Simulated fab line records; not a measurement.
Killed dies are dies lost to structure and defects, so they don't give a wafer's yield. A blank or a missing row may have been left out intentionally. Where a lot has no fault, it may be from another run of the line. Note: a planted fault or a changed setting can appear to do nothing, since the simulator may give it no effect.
Comparing a struck lot with a sound one | flow nand_harc | 43 steps out of a route of 1302
Sound: wafers L789.1, L789.2, L789.5. Wafers L780.3, L780.4, L780.6 were the ones struck. The cause is given at the end.
For every step that has rows: the tool of each side, followed by ch and its chambers, followed by its first start. Under that, the readings that differ: sound wafers | struck wafers | difference of the means | sigmas: that difference in standard deviations of wafers without a fault.
alike: same words and numbers on both sides, and readings whose means sit less than 2 such deviations apart. not compared: any withheld reading, any reading some wafer has no value for, any bound like >300 that may hide the same value, and any number with overlapping values for which the record gives no deviation.
The two part at a step that has a row with sigmas, a row that says differs or no value, or rows on one side only. Numbers that don't overlap but have no deviation are shown without sigmas and don't part them. Lack of a reading on every wafer of one side parts them only where that side has two or more wafers.

first, 2 steps without rows for these wafers: NHARC_P_STI_SRD_39; NHARC_P_STI_OXIDE_40 (material SiO2, target thk 10 nm, ox time 1362 s).
NHARC_P_STI_INSPECT_25:
  sound on defect_inspect-01 at day 12 19:04; struck on defect_inspect-02 at day 8 21:23
  alike: raw_defect_count
then, 9 steps without rows for these wafers: NHARC_P_GATE_ETCH_69 (etches SiO2 in dHF, target depth 14 nm); NHARC_P_GATE_PRECLEAN_70 (cleans in SC1); NHARC_P_GATE_SRD_01; NHARC_P_GATE_OXIDE_02 (material SiO2, target thk 37.5 nm, ox time 365 s); NHARC_P_GATE_DEHYDRATE_03 (time 120 s); NHARC_P_GATE_HMDS_04 (time 30 s); NHARC_P_GATE_COAT_05; NHARC_P_GATE_SOFTBAKE_06 (time 95 s); NHARC_P_GATE_EBR_07.
NHARC_P_GATE_EXPOSE_08: exposes mask P HV.
  sound on krf_scanner-03 ch 0, day 13 03:17; struck on krf_scanner-04 ch 0, day 9 06:53
  reading                        | sound             | struck            | difference | sigmas
  model.P_GATE.overlay_x_nm (nm) | 7.339 7.339 7.339 | 138.6 138.6 138.6 | +131.3     |
  alike: mask
then, 2 steps without rows for these wafers: NHARC_P_GATE_PEB_09 (peb time 85 s); NHARC_P_GATE_DEVELOP_10 (time 70 s).
NHARC_P_GATE_CD_MEAS_11: target cd 1640 nm.
  sound on cd_sem-01 ch 0, day 13 03:26; struck on cd_sem-02 ch 0, day 9 07:02
  alike: cd_nm
then, 1 step without rows for these wafers: NHARC_P_GATE_HARDBAKE_12 (time 80 s).
NHARC_P_GATE_DESCUM_13: chemistry O2, time 3 s.
  sound on rie_diel-12 ch 0,2,3, day 13 03:38; struck on rie_diel-12 ch 1,2,3, day 9 07:12
  alike: drypump_motor_current_A, oes_product_au, rf_vpp_V, showerhead_plenum_p_Torr, throttle_valve_pct
  not compared: rf_hours_counter_h
then, 7 steps without rows for these wafers: NHARC_P_GATE_ETCH_14 (etches SiO2 in dHF, target depth 48.8 nm); NHARC_P_GATE_STRIP_15 (strips in SPM, time 780 s); NHARC_P_GATE_PRECLEAN_71 (cleans in SC1); NHARC_P_GATE_SRD_72; NHARC_P_GATE_OXIDE_16 (material SiO2, target thk 3 nm, ox time 392 s); NHARC_P_GATE_CVD_17 (deposits poly-Si, target thk 150 nm, time 900 s); NHARC_P_GATE_HM_DEP_102 (deposits aC, target thk 120 nm).
NHARC_P_GATE_DEP_103: deposits SiON, target thk 30 nm.
  sound on pecvd-01 ch 1,2, day 13 16:34; struck on pecvd-02 ch 0,1, day 9 20:15
  alike: heater_power_w, susceptor_temp_C
then, 8 steps without rows for these wafers: NHARC_P_GATE_DEHYDRATE_18 (time 120 s); NHARC_P_GATE_HMDS_19 (time 30 s); NHARC_P_GATE_COAT_20 (resist thk 90 nm); NHARC_P_GATE_SOFTBAKE_21 (time 55 s); NHARC_P_GATE_EBR_22; NHARC_P_GATE_EXPOSE_23 (exposes mask P GATE, target cd 120 nm); NHARC_P_GATE_PEB_24 (peb time 65 s); NHARC_P_GATE_DEVELOP_25 (develop time 35 s).
NHARC_P_GATE_CD_MEAS_26: target cd 120 nm.
  sound on cd_sem-01 ch 0, day 13 17:07; struck on cd_sem-02 ch 0, day 9 20:56
  alike: cd_nm
NHARC_P_GATE_OVL_MEAS_27:
  sound on overlay-02 at day 13 17:13; struck on overlay-01 at day 9 21:01
  alike: overlay_x_nm, overlay_y_nm
NHARC_P_GATE_INSPECT_28:
  sound on defect_inspect-01 at day 13 17:15; struck on defect_inspect-01 at day 9 21:03
  alike: raw_defect_count
then, 1 step without rows for these wafers: NHARC_P_GATE_DESCUM_31 (chemistry O2, time 3 s).
NHARC_P_GATE_ETCH_104: etches the open film in CF4/CHF3, target depth 60 nm.
  sound on rie_diel-07 ch 0,1,3, day 13 17:24; struck on rie_diel-12 ch 1,3, day 9 21:12
  reading               | sound             | struck            | difference | sigmas
  oes_product_au (a.u.) | 0.981 0.969 0.943 | 0.909 0.917 0.916 | -0.050     | -2
  alike: drypump_motor_current_A, rf_vpp_V, showerhead_plenum_p_Torr, throttle_valve_pct
NHARC_P_GATE_HM_OPEN_105: chemistry O2/COS, target depth 360 nm.
  sound on rie_diel-07 ch 1,3; struck on rie_diel-12 ch 0,1
  alike: drypump_motor_current_A, oes_product_au, rf_vpp_V, showerhead_plenum_p_Torr, throttle_valve_pct
  not compared: rf_hours_counter_h
then, 1 step without rows for these wafers: NHARC_P_GATE_STRIP_106 (strips in O2/COS).
NHARC_P_GATE_ETCH_114: etches the open film in CF4/O2, target depth 30 nm, overetch 3 nm, time 16.5 s.
  sound on rie_diel-07 ch 0,2,3; struck on rie_diel-12 ch 2,3
  alike: drypump_motor_current_A, oes_product_au, rf_vpp_V, showerhead_plenum_p_Torr, throttle_valve_pct
  not compared: rf_hours_counter_h
-- the record jumps here: 20 days lie between the struck wafers' starts before and after (it left off in module P_GATE and takes up again in module END, whose first step shown is number 1302 of the route) --
NHARC_END_SORT_01:
  only the struck wafers appear in the record here, on prober-01 ch 0 at day 29 19:43; the sound ones have no rows

## WHERE THEY PART
At NHARC_P_GATE_ETCH_104 first; at NHARC_END_SORT_01 last (within this record only).

WHY: the cause the simulator had injected
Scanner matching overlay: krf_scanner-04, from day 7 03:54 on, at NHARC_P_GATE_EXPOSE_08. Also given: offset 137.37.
